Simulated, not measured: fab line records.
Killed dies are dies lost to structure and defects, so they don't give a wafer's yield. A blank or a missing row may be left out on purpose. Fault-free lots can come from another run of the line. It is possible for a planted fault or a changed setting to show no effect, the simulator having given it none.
Matching of chambers    flow nand harc    cmp-02 running NHARC_A_CHANNEL_FILL_D2_CMP_10: 4 sister chambers
The step polishes, target thk 150 nm. 8 wafers are shown with their chamber, then 12 later ones without.

## WAFERS PAIRED WITH THEIR CHAMBERS
wafer   chamber  motor current A (A)  time to endpoint s (s)
L080.4  0        12.8                 14.4
L080.6  2        13.3                 17.7
L084.2  3        10.4                 13.8
L084.3  1        11.5                 13.1
L084.6  0        13.0                 12.0
L087.2  1        11.6                 13.8
L087.3  3        10.4                 12.3
L087.6  2        13.1                 15.4

## WAFERS WITH NO CHAMBER GIVEN
wafer   motor current A (A)  time to endpoint s (s)
L089.3  11.3                 15.7
L089.4  13.5                 17.4
L089.5  12.3                 13.2
L092.3  11.2                 13.1
L092.4  13.0                 13.7
L092.5  12.1                 11.2
L095.2  11.0                 14.1
L095.4  12.1                 15.6
L095.5  11.1                 15.8
L097.1  11.1                 13.6
L097.3  12.5                 12.5
L097.5  11.6                 15.7

## THE CHAMBER EACH PASSED THROUGH
wafer    from the rows above       in truth
L089.3   1                         1
L089.4   2                         2
L089.5   can't be placed: 0 or 1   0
L092.3   1                         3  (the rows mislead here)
L092.4   can't be placed: 0 or 2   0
L092.5   1                         1
L095.2   can't be placed: 1 or 3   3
L095.4   1                         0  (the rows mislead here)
L095.5   1                         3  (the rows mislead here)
L097.1   1                         1
L097.3   0                         0
L097.5   1                         1
Correct placement for 6 of the 12. Can't be placed from these rows: 3 (the true chamber is among the candidates in 3). Number placed wrongly: 3.
How it was worked out, from the rows above alone: a wafer's distance from a chamber is the root of the sum, over the readings, of the square of ((its reading less the chamber's mean) divided by the reading's scatter). If the next closest chamber is less than 2 further off than the closest, the wafer can't be placed; otherwise it belongs to the closest. A chamber's mean is the mean of its shown wafers. The scatter: the root of (the sum of the squares of (reading less its chamber's mean) over the shown wafers, divided by (wafers less chambers)).
